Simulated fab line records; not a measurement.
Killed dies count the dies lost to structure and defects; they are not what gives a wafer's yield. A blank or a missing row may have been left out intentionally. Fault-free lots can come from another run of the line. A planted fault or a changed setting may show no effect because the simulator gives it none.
Which tool did it? ; flow nand_harc ; 6 lots, 18 wafers sampled, at 5 steps of a route of 1302

WHAT THE GAUGES SHOWED, per wafer
NHARC_END_SORT_01.
lot;measured;on;killed_at_array
L108;day 29 06:17;prober-02;25 30 37

WHAT TOOL EACH LOT RAN ON (gives the tool, then ch and the chambers of the sampled wafers, and finally the start)
lot;NHARC_A_CHANNEL_HOLE_D1_ETCH_23;NHARC_A_CHANNEL_HOLE_D1_ETCH_24;NHARC_A_CHANNEL_FILL_D1_ALD_16;NHARC_A_CHANNEL_FILL_D1_ETCHBACK_08
L999;har_etch-02 ch 1, day 9 19:11;har_etch-02 ch 1, day 9 19:53;ald_hk-02 ch 1,2,3, day 10 11:55;rie_diel-07 ch 1,3, no start
L106;har_etch-01 ch 0,1, day 13 02:38;har_etch-01 ch 0,1, day 13 03:23;ald_hk-02 ch 0,1, day 13 18:58;rie_diel-07 ch 0,2,3, no start
L108;har_etch-01 ch 0,1, day 13 18:20;har_etch-01 ch 0,1, day 13 19:02;ald_hk-04 ch 0,1,2, day 14 10:10;rie_diel-03 ch 2,3, day 29 06:17 or earlier
L114;har_etch-02 ch 0,1, day 16 07:10;har_etch-02 ch 0,1, day 16 07:52;ald_hk-02 ch 1,2,3, day 16 23:57;rie_diel-07 ch 1,3, no start
L116;har_etch-01 ch 0,1, day 17 11:58;har_etch-01 ch 0,1, day 17 12:40;ald_hk-01 ch 0,1,3, day 18 04:43;rie_diel-07 ch 0,1,3, no start
L119;har_etch-01 ch 0,1, day 18 14:05;har_etch-01 ch 0,1, day 18 14:48;ald_hk-02 ch 0,3, day 19 06:58;rie_diel-06 ch 0,3, no start
- NHARC_A_CHANNEL_HOLE_D1_ETCH_23: etches the open film in C4F8/O2/Ar, time 819 s, target depth 1600 nm.
- NHARC_A_CHANNEL_HOLE_D1_ETCH_24: etches the open film in C4F8/O2/Ar, time 906.2 s, target depth 1500 nm.
- NHARC_A_CHANNEL_FILL_D1_ALD_16: deposits SiO2, target thk 1.5 nm, pulse time 10 s, ald cycles 15.
- NHARC_A_CHANNEL_FILL_D1_ETCHBACK_08: etches the open film in C4F8, target depth 220 nm, time 110 s.

THE ANSWER, worked out from the rows above alone
Rule: usual is defined by the lots themselves. Put in order of their means at a reading, lots are off if they are a third of the lots or fewer, leave a main group of 4 or more, and stand apart from it by a gap of 3 or more times the standard deviation of the main group's means; of several such gaps the widest counts. Not used: any main group whose means are identical at the precision the tables above print for the reading. A lot without any number at a reading at which 4 lots or more have one is off too. The other lots that the step has rows for count as sound.
No lot is off on any of the readings shown, so nothing can be concluded from this.

WHAT WAS PUT IN BY THE SIMULATOR
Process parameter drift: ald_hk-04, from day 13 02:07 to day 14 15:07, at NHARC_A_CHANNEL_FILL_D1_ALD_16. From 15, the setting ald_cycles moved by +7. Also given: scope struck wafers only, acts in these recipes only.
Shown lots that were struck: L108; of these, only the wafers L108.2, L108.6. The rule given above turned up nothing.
